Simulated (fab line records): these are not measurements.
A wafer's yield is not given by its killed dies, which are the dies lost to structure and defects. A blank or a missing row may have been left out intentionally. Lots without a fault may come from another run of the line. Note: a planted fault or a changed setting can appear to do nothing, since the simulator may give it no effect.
8D (eight disciplines) problem report, filled in by code + flow nand harc + the parts of the form that need people (team, actions taken, sign-off) are left out

== 1. THE PROBLEM ==
Wafers without a fault read 4.0, standard deviation 2.9; killed at periphery at NHARC_END_SORT_01 reads a mean of 52.6 on 9 wafers belonging to 3 lots. Measured from the usual mean, that is +17 standard deviations.
The first sign was on wafer L108.2 at day 28 02:57, on prober-02. The record holds 12 wafers of 4 lots with a number at this step. The rule behind "out" and "out of limits": a value lying over 4 standard deviations away from the usual mean. The rest of the wafers with a number are treated as sound.

== 2. WHAT IT IS; WHAT IT IS NOT ==
| question                    | is                     | is not                                                             |
|-----------------------------|------------------------|--------------------------------------------------------------------|
| which readings at this step | killed at periphery    | killed at array, killed short                                      |
| which lots                  | L108, L109, L111       | L118                                                               |
| which wafers of those lots  | all that have a number | -                                                                  |
| read on which gauges        | prober-01, prober-02   | -                                                                  |
| when                        | from day 28 02:57      | up to then (0 sound wafers); but 3 sound wafers of L118 came after |

== 3. WHAT RULES OUT EACH SUSPECT ==
Counting: any tool at a process step up to the reading is kept as a suspect provided that every lot that is out went through it and no sound lot did after the first of them.
- the gauge at NHARC_END_SORT_01 is ruled out. 2 gauges (prober-01, prober-02) read the wafers that are out.
- pecvd-01 at NHARC_P_M2_DEP_33 (deposits SiCN, target thk 30 nm): kept. It ran every lot that is out, first L108 (day 10 01:50), and no sound lot after that.
Remaining after the count: pecvd-01 at NHARC_P_M2_DEP_33.

== 4. THE CAUSE (what the simulator had put in) ==
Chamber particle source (pecvd-01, NHARC_P_M2_DEP_33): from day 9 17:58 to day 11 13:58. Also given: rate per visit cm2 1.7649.
The count eliminated every tool but this one.

== 5. THE EFFECT CHAIN, in route order ==
Rows list readings where the struck wafers' mean (over those with a number) sits beyond 3 standard deviations from the usual. Scope: only readings with a usual standard deviation given in the record; hours: median across lots of the time from each lot's start at the first step in this table that gives one to its start at this step; sigmas: change in usual standard deviations.
| hours | step              | reading             | usual | on struck wafers | change | sigmas |
|-------|-------------------|---------------------|-------|------------------|--------|--------|
| 0     | NHARC_END_SORT_01 | killed at periphery | 4.0   | 52.6             | +48.6  | +17    |
| 0     | NHARC_END_SORT_01 | sort_bin_3_pct      | 0.5 % | 3.1              | +2.6   | +8.2   |

== 6. HOW IT WOULD HAVE BEEN CAUGHT EARLIER ==
The first out-of-limits reading at a measuring or inspecting step in this record came at day 28 02:57, 441 hours after the fault's start at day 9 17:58.
Tool readings at NHARC_P_M2_DEP_33 with a usual standard deviation given in the record: none out on any struck wafer, hence no alarm at a limit of 4 standard deviations on them.
By day 28 02:57 the whole set of lots that are out, 3 in number, had already begun NHARC_P_M2_DEP_33 on pecvd-01. Tool hold at that time: it would have spared none of them.
